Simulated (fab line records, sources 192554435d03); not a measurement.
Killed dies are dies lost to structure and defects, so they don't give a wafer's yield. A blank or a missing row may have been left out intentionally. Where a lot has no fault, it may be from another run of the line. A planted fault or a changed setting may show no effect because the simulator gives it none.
Split-lot study || flow n5-finfet || 21 wafers read across 7 lots, on a route 1938 steps long

ABOUT THE SPLIT
At N5_BEOL_M7_COAT_05 (resist thk 90 nm), the setting spin-rpm was moved away from the recipe's 1500 rpm on 7 of the 21 wafers read, by -7.1% to +10.9%. The other wafers ran this setting at the recipe's value.

FROM THE SPLIT TO THE READING: what the file shows between them, 5 steps
- N5_BEOL_M7_EBR_07
- N5_BEOL_M7_SOFTBAKE_06: time 60 s
- N5_BEOL_M7_EXPOSE_08: exposes mask M7
- N5_BEOL_M7_PEB_09: peb time 60 s
- N5_BEOL_M7_DEVELOP_10: develop time 30 s

THE READING
CAR-ArF_of_BEOL_M7_COAT_05.thk-nm (the simulator's own value, which no gauge read), in nm, at N5_BEOL_M7_DESCUM_16 (chemistry O2, time 7.9 s). No usual value for it is given in the file. The 14 wafers here that ran the recipe average 83.5 nm, standard deviation 0.26 nm.

{"wafer": "L075.3", "tool, chamber at the split": "litho-track-01, 0", "spin-rpm as run, rpm": 1500, "against the recipe": "recipe", "CAR-ArF_of_BEOL_M7_COAT_05.thk-nm, nm": 83.8, "against lot-mates on the recipe": "-"}
{"wafer": "L075.4", "tool, chamber at the split": "litho-track-01, 0", "spin-rpm as run, rpm": 1500, "against the recipe": "recipe", "CAR-ArF_of_BEOL_M7_COAT_05.thk-nm, nm": 83.8, "against lot-mates on the recipe": "-"}
{"wafer": "L075.5", "tool, chamber at the split": "litho-track-01, 0", "spin-rpm as run, rpm": 1500, "against the recipe": "recipe", "CAR-ArF_of_BEOL_M7_COAT_05.thk-nm, nm": 83.6, "against lot-mates on the recipe": "-"}
{"wafer": "L076.1", "tool, chamber at the split": "litho-track-04, 0", "spin-rpm as run, rpm": 1500, "against the recipe": "recipe", "CAR-ArF_of_BEOL_M7_COAT_05.thk-nm, nm": 83.6, "against lot-mates on the recipe": "-"}
{"wafer": "L076.4", "tool, chamber at the split": "litho-track-04, 0", "spin-rpm as run, rpm": 1500, "against the recipe": "recipe", "CAR-ArF_of_BEOL_M7_COAT_05.thk-nm, nm": 83.6, "against lot-mates on the recipe": "-"}
{"wafer": "L076.6", "tool, chamber at the split": "litho-track-04, 0", "spin-rpm as run, rpm": 1500, "against the recipe": "recipe", "CAR-ArF_of_BEOL_M7_COAT_05.thk-nm, nm": 83.4, "against lot-mates on the recipe": "-"}
{"wafer": "L077.2", "tool, chamber at the split": "litho-track-05, 0", "spin-rpm as run, rpm": 1500, "against the recipe": "recipe", "CAR-ArF_of_BEOL_M7_COAT_05.thk-nm, nm": 83.4, "against lot-mates on the recipe": "-"}
{"wafer": "L077.6", "tool, chamber at the split": "litho-track-05, 0", "spin-rpm as run, rpm": 1500, "against the recipe": "recipe", "CAR-ArF_of_BEOL_M7_COAT_05.thk-nm, nm": 83.4, "against lot-mates on the recipe": "-"}
{"wafer": "L077.3", "tool, chamber at the split": "litho-track-05, 0", "spin-rpm as run, rpm": 1500, "against the recipe": "recipe", "CAR-ArF_of_BEOL_M7_COAT_05.thk-nm, nm": 83.2, "against lot-mates on the recipe": "-"}
{"wafer": "L078.1", "tool, chamber at the split": "litho-track-04, 0", "spin-rpm as run, rpm": 1393, "against the recipe": "-7.1%", "CAR-ArF_of_BEOL_M7_COAT_05.thk-nm, nm": 86.2, "against lot-mates on the recipe": "+3.2"}
{"wafer": "L078.5", "tool, chamber at the split": "litho-track-04, 0", "spin-rpm as run, rpm": 1393, "against the recipe": "-7.1%", "CAR-ArF_of_BEOL_M7_COAT_05.thk-nm, nm": 86.2, "against lot-mates on the recipe": "+3.2"}
{"wafer": "L078.3", "tool, chamber at the split": "litho-track-04, 0", "spin-rpm as run, rpm": 1500, "against the recipe": "recipe", "CAR-ArF_of_BEOL_M7_COAT_05.thk-nm, nm": 83, "against lot-mates on the recipe": "-"}
{"wafer": "L082.1", "tool, chamber at the split": "litho-track-04, 0", "spin-rpm as run, rpm": 1663, "against the recipe": "+10.9%", "CAR-ArF_of_BEOL_M7_COAT_05.thk-nm, nm": 79, "against lot-mates on the recipe": -4.2}
{"wafer": "L082.3", "tool, chamber at the split": "litho-track-04, 0", "spin-rpm as run, rpm": 1500, "against the recipe": "recipe", "CAR-ArF_of_BEOL_M7_COAT_05.thk-nm, nm": 83, "against lot-mates on the recipe": "-"}
{"wafer": "L082.5", "tool, chamber at the split": "litho-track-04, 0", "spin-rpm as run, rpm": 1500, "against the recipe": "recipe", "CAR-ArF_of_BEOL_M7_COAT_05.thk-nm, nm": 83.4, "against lot-mates on the recipe": "-"}
{"wafer": "L089.2", "tool, chamber at the split": "litho-track-01, 0", "spin-rpm as run, rpm": 1564, "against the recipe": "+4.3%", "CAR-ArF_of_BEOL_M7_COAT_05.thk-nm, nm": 81.8, "against lot-mates on the recipe": -2.0}
{"wafer": "L089.4", "tool, chamber at the split": "litho-track-01, 0", "spin-rpm as run, rpm": 1500, "against the recipe": "recipe", "CAR-ArF_of_BEOL_M7_COAT_05.thk-nm, nm": 83.8, "against lot-mates on the recipe": "-"}
{"wafer": "L089.6", "tool, chamber at the split": "litho-track-01, 0", "spin-rpm as run, rpm": 1564, "against the recipe": "+4.3%", "CAR-ArF_of_BEOL_M7_COAT_05.thk-nm, nm": 82, "against lot-mates on the recipe": -1.8}
{"wafer": "L090.2", "tool, chamber at the split": "litho-track-05, 0", "spin-rpm as run, rpm": 1500, "against the recipe": "recipe", "CAR-ArF_of_BEOL_M7_COAT_05.thk-nm, nm": 83.4, "against lot-mates on the recipe": "-"}
{"wafer": "L090.5", "tool, chamber at the split": "litho-track-05, 0", "spin-rpm as run, rpm": 1569, "against the recipe": "+4.6%", "CAR-ArF_of_BEOL_M7_COAT_05.thk-nm, nm": 81.2, "against lot-mates on the recipe": -2.2}
{"wafer": "L090.6", "tool, chamber at the split": "litho-track-05, 0", "spin-rpm as run, rpm": 1569, "against the recipe": "+4.6%", "CAR-ArF_of_BEOL_M7_COAT_05.thk-nm, nm": 81.2, "against lot-mates on the recipe": -2.2}

FIT RESULTS
A straight line over all 21 wafers: CAR-ArF_of_BEOL_M7_COAT_05.thk-nm changes by -0.406 nm for each +1% of spin-rpm; r = -0.99; the points scatter about the line by 0.26 nm.
The same after taking each lot's own level away (the mean of its wafers on the recipe; 21 wafers): -0.428 nm for each +1%; r = -0.99; scatter 0.17 nm.
That fit puts the effect of the largest move of spin-rpm on the reading at 4.7 nm.
Across the lots, their own levels run from 83.00 to 83.80 nm, a range of 3.1 times the standard deviation given above.
The two slopes are in agreement: the lot-to-lot level therefore moves the slope only a little.
Check: for one of the wafers moved furthest among these (+10.9%), held out of the fit, the line's prediction against its lot-mates is -4.95 nm. It came out at -4.2 nm against them.

THE WHOLE CHAIN: every reading that the file lists as answering this split, in the file's order
{"step": "N5_BEOL_M7_COAT_05", "what it does": "resist thk 90 nm", "reading": "CAR-ArF_of_BEOL_M7_COAT_05.thk-nm (the simulator's own value, which no gauge read)", "change (the file's fit)": "-0.429 nm for each +1% of the setting", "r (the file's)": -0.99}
{"step": "N5_BEOL_M7_DEVELOP_10", "what it does": "develop time 30 s", "reading": "CAR-ArF_of_BEOL_M7_COAT_05.thk-nm (the simulator's own value, which no gauge read)", "change (the file's fit)": "-0.415 nm for each +1% of the setting", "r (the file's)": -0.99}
{"step": "N5_BEOL_M7_DESCUM_16", "what it does": "chemistry O2, time 7.9 s", "reading": "CAR-ArF_of_BEOL_M7_COAT_05.thk-nm (the simulator's own value, which no gauge read)", "change (the file's fit)": "-0.416 nm for each +1% of the setting", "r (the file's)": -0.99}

THE FILE'S OWN FIT
CAR-ArF_of_BEOL_M7_COAT_05.thk-nm changes by -0.416 nm for each +1% of spin-rpm, r = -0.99.
